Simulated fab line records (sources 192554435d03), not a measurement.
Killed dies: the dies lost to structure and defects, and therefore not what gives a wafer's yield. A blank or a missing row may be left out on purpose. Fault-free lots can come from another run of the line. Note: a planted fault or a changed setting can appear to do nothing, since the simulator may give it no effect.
Which tool was responsible? + flow n5-finfet + 9 lots, 27 wafers sampled, at 6 steps of a route of 1938

== WHAT EACH GAUGE READ, for each wafer ==
N5_BEOL_M0_SAQP_OVL_MEAS_15.
| lot  | measured     | on         | M0_CORE_OVL (nm) |
|------|--------------|------------|------------------|
| L526 | day 5 09:24  | overlay-01 | 0.3 0.7 -0.1     |
| L533 | day 7 05:14  | overlay-02 | -0.4 0.4 0.9     |
| L534 | day 7 11:49  | overlay-02 | -1.2 -0.4 -1.2   |
| L535 | day 7 16:05  | overlay-02 | 0.8 -0.4 -0.4    |
| L536 | day 7 19:52  | overlay-01 | -0.7 0.8 -0.6    |
| L537 | day 8 03:59  | overlay-01 | 0.0 0.6 0.8      |
| L546 | day 10 12:30 | overlay-02 | -0.9 0.3 0.0     |
| L548 | day 11 03:13 | overlay-01 | -0.3 -0.5 0.1    |
| L549 | day 11 07:07 | overlay-02 | -0.6 -2.0 -0.2   |

N5_BEOL_M0_SAQP_CD_MEAS_25: the cd target is 13.1 nm.
| lot  | measured     | on        | cd-nm (nm)        |
|------|--------------|-----------|-------------------|
| L526 | day 5 12:38  | cd-sem-03 | 12.85 12.57 12.75 |
| L533 | day 7 07:20  | cd-sem-01 | 12.41 12.48 13.05 |
| L534 | day 7 13:32  | cd-sem-02 | 12.94 12.87 12.66 |
| L535 | day 7 18:32  | cd-sem-03 | 4.05 4.13 3.70    |
| L536 | day 7 21:35  | cd-sem-03 | 3.79 3.56 3.56    |
| L537 | day 8 05:47  | cd-sem-01 | 4.04 3.82 3.80    |
| L546 | day 10 15:35 | cd-sem-01 | 12.74 12.60 12.65 |
| L548 | day 11 06:22 | cd-sem-03 | 12.56 12.83 12.85 |
| L549 | day 11 08:44 | cd-sem-02 | 11.96 13.03 12.41 |

N5_BEOL_M4_RC_MEAS_101.
| lot  | measured     | on        | DIBL_N (mV/V)  | DIBL_P (mV/V)  | IOFF_N (nA/um) | IOFF_P (nA/um) | ION_N (uA/um) | ION_P (uA/um) | SS_N (mV/dec)  | SS_P (mV/dec)  | VT_N (mV)   | VT_P (mV)      |
|------|--------------|-----------|----------------|----------------|----------------|----------------|---------------|---------------|----------------|----------------|-------------|----------------|
| L526 | day 8 12:06  | prober-02 | 38.5 37.1 36.7 | 37.3 34.6 34.6 | 0.18 0.14 0.14 | 0.21 0.17 0.15 | 693 685 668   | 464 461 447   | 71.5 71.3 71.4 | 73.9 73.2 73.4 | 246 253 253 | -248 -254 -254 |
| L533 | day 10 00:14 | prober-02 | 36.7 32.4 36.7 | 38.2 33.1 37.7 | 0.19 0.12 0.19 | 0.24 0.16 0.23 | 682 671 682   | 472 461 465   | 72.0 71.7 71.5 | 74.0 72.1 73.9 | 244 254 246 | -249 -253 -250 |
| L534 | day 9 23:12  | prober-02 | 34.2 34.8 37.7 | 34.4 34.9 37.7 | 0.13 0.14 0.18 | 0.18 0.18 0.22 | 689 675 695   | 466 465 468   | 70.7 72.1 71.9 | 72.2 72.0 72.7 | 251 251 248 | -254 -253 -252 |
| L546 | day 13 14:23 | prober-01 | 36.7 35.4 35.4 | 38.0 35.9 36.5 | 0.19 0.17 0.18 | 0.23 0.19 0.19 | 681 684 690   | 460 460 466   | 71.7 71.5 71.6 | 73.4 73.1 73.5 | 245 246 248 | -249 -253 -254 |
| L548 | day 13 18:07 | prober-01 | 38.1 36.0 34.3 | 38.2 34.8 33.1 | 0.17 0.14 0.12 | 0.26 0.20 0.18 | 678 674 669   | 476 470 466   | 71.5 71.9 70.5 | 74.7 72.7 72.2 | 251 252 254 | -248 -250 -251 |
| L549 | day 13 21:46 | prober-01 | 36.0 34.6 38.6 | 36.2 33.8 39.1 | 0.16 0.12 0.21 | 0.23 0.19 0.28 | 678 665 692   | 470 464 469   | 71.7 71.1 72.3 | 72.8 72.1 74.4 | 248 252 247 | -249 -251 -247 |

== EACH LOT AND THE TOOL THAT RAN IT (in order: tool; ch and the chambers of the sampled wafers; start) ==
| lot  | N5_BEOL_M0_SAQP_PECVD_96        | N5_BEOL_M0_SAQP_SPACER1_ALD_98   | N5_BEOL_M0_SAQP_STRIP_108          |
|------|---------------------------------|----------------------------------|------------------------------------|
| L526 | pecvd-02 ch 0,1,2, day 5 08:43  | ald-sin-03 ch 1,2, day 5 11:58   | rie-diel-06 ch 1,2,3, day 5 13:26  |
| L533 | pecvd-02 ch 0,1,2, day 7 04:32  | ald-sin-03 ch 1,2, day 7 06:38   | rie-diel-05 ch 0,2,3, day 7 08:08  |
| L534 | pecvd-04 ch 1,2, day 7 11:15    | ald-sin-03 ch 0,1,2, day 7 12:51 | rie-diel-06 ch 0,3, day 7 14:20    |
| L535 | pecvd-04 ch 1,2, day 7 15:31    | ald-sin-03 ch 0,1,2, day 7 17:52 | rie-diel-06 ch 0,1,3, day 7 19:31  |
| L536 | pecvd-02 ch 0,2, day 7 19:10    | ald-sin-03 ch 0,2,3, day 7 20:48 | rie-diel-06 ch 1,2,3, day 7 22:32  |
| L537 | pecvd-04 ch 0,1, day 8 03:17    | ald-sin-03 ch 0,3, day 8 05:07   | rie-diel-03 ch 0,1, day 8 06:36    |
| L546 | pecvd-04 ch 0,1, day 10 11:43   | ald-sin-01 ch 0,3, day 10 14:55  | rie-diel-03 ch 1,2, day 10 16:24   |
| L548 | pecvd-04 ch 0,1,2, day 11 02:38 | ald-sin-04 ch 0,1, day 11 05:35  | rie-diel-03 ch 0,1,2, day 11 07:10 |
| L549 | pecvd-03 ch 0,1,2, day 11 06:25 | ald-sin-03 ch 0,1, day 11 08:03  | rie-diel-06 ch 2,3, day 11 09:39   |
- N5_BEOL_M0_SAQP_PECVD_96: deposits a-Si from SiH4/He, target thk 45 nm, time 45.2 s.
- N5_BEOL_M0_SAQP_SPACER1_ALD_98: deposits SiO2, target thk 12.8 nm, pulse time 1 s, purge time 2 s.
- N5_BEOL_M0_SAQP_STRIP_108: strips in N2/H2.

== AS READ BY THE TOOLS THEMSELVES (means over the sampled wafers that have a number; for cases with no such wafer, the mark the record gives instead) ==
N5_BEOL_M0_SAQP_PECVD_96.
| lot  | tool     | heater-power-w (W) | showerhead-plenum-p-Torr (Torr) | showerhead-vpp-V (V) | throttle-valve-pct (%) |
|------|----------|--------------------|---------------------------------|----------------------|------------------------|
| L526 | pecvd-02 | 573                | 5.75                            | 594                  | 18.1                   |
| L533 | pecvd-02 | 607                | 5.76                            | 594                  | 18.0                   |
| L534 | pecvd-04 | 674                | 5.63                            | 656                  | 17.9                   |
| L535 | pecvd-04 | 678                | 5.63                            | 649                  | 17.9                   |
| L536 | pecvd-02 | 608                | 5.75                            | 574                  | 17.6                   |
| L537 | pecvd-04 | 635                | 5.69                            | 594                  | 17.5                   |
| L546 | pecvd-04 | 695                | 5.68                            | 620                  | 17.6                   |
| L548 | pecvd-04 | 668                | 5.66                            | 634                  | 17.3                   |
| L549 | pecvd-03 | 619                | 5.67                            | 635                  | 17.8                   |

N5_BEOL_M0_SAQP_SPACER1_ALD_98.
| lot  | tool       | heater-power-w (W) | precursor-pulse-height-rel |
|------|------------|--------------------|----------------------------|
| L526 | ald-sin-03 | 486                | 1.015                      |
| L533 | ald-sin-03 | 487                | 0.980                      |
| L534 | ald-sin-03 | 465                | 1.005                      |
| L535 | ald-sin-03 | 472                | 1.004                      |
| L536 | ald-sin-03 | 476                | 0.996                      |
| L537 | ald-sin-03 | 484                | 1.003                      |
| L546 | ald-sin-01 | 479                | 0.986                      |
| L548 | ald-sin-04 | 487                | 0.985                      |
| L549 | ald-sin-03 | 480                | 1.004                      |

N5_BEOL_M0_SAQP_STRIP_108.
| lot  | tool        | drypump-motor-current-A (A) | oes-product-au (a.u.) | rf-vpp-V (V) | showerhead-plenum-p-Torr (Torr) | throttle-valve-pct (%) |
|------|-------------|-----------------------------|-----------------------|--------------|---------------------------------|------------------------|
| L526 | rie-diel-06 | 5.58                        | 0.73                  | 122.2        | 3.40                            | 19.3                   |
| L533 | rie-diel-05 | 5.34                        | 0.71                  | 121.9        | 3.42                            | 19.3                   |
| L534 | rie-diel-06 | 5.16                        | 0.74                  | 122.5        | 3.47                            | 19.0                   |
| L535 | rie-diel-06 | 5.29                        | 0.72                  | 123.0        | 3.44                            | 19.0                   |
| L536 | rie-diel-06 | 5.57                        | 0.71                  | 121.5        | 3.39                            | 19.4                   |
| L537 | rie-diel-03 | 5.52                        | 0.80                  | 122.0        | 3.46                            | 18.4                   |
| L546 | rie-diel-03 | 5.29                        | 0.72                  | 122.9        | 3.37                            | 19.2                   |
| L548 | rie-diel-03 | 5.49                        | 0.72                  | 122.7        | 3.38                            | 18.8                   |
| L549 | rie-diel-06 | 5.72                        | 0.72                  | 121.5        | 3.36                            | 19.8                   |

== THE ANSWER, worked out from the rows above alone ==
Rule: the lots themselves supply what counts as usual. Put in order of their means at a reading, lots are off if they are a third of the lots or fewer, leave a main group of 4 or more, and stand apart from it by a gap of 3 or more times the standard deviation of the main group's means; of several such gaps the widest counts. The tables above print the reading to a certain number of digits; a main group whose means all agree to those digits is not used. Also off: a lot with no number at a reading for which 4 or more lots have one. The other lots that the step has rows for count as sound. Order of review: gauges by route order, followed by the tools' own readings, for which a lot's mean as printed above is used. At the first step where some lot is off, the reading lying furthest off is the one used; lots without a number count as furthest.
Off: L535, L536, L537, at N5_BEOL_M0_SAQP_CD_MEAS_25 (cd-nm). Mean 12.68 nm and standard deviation 0.11 in the main group.
If a tool, at a process step before that reading, ran all the lots that are off and no sound lot after the first of them, it fits. The gauges at N5_BEOL_M0_SAQP_CD_MEAS_25 are tried like those tools. Not one of the candidates tried fits.

== WHAT THE SIMULATOR HAD PUT IN ==
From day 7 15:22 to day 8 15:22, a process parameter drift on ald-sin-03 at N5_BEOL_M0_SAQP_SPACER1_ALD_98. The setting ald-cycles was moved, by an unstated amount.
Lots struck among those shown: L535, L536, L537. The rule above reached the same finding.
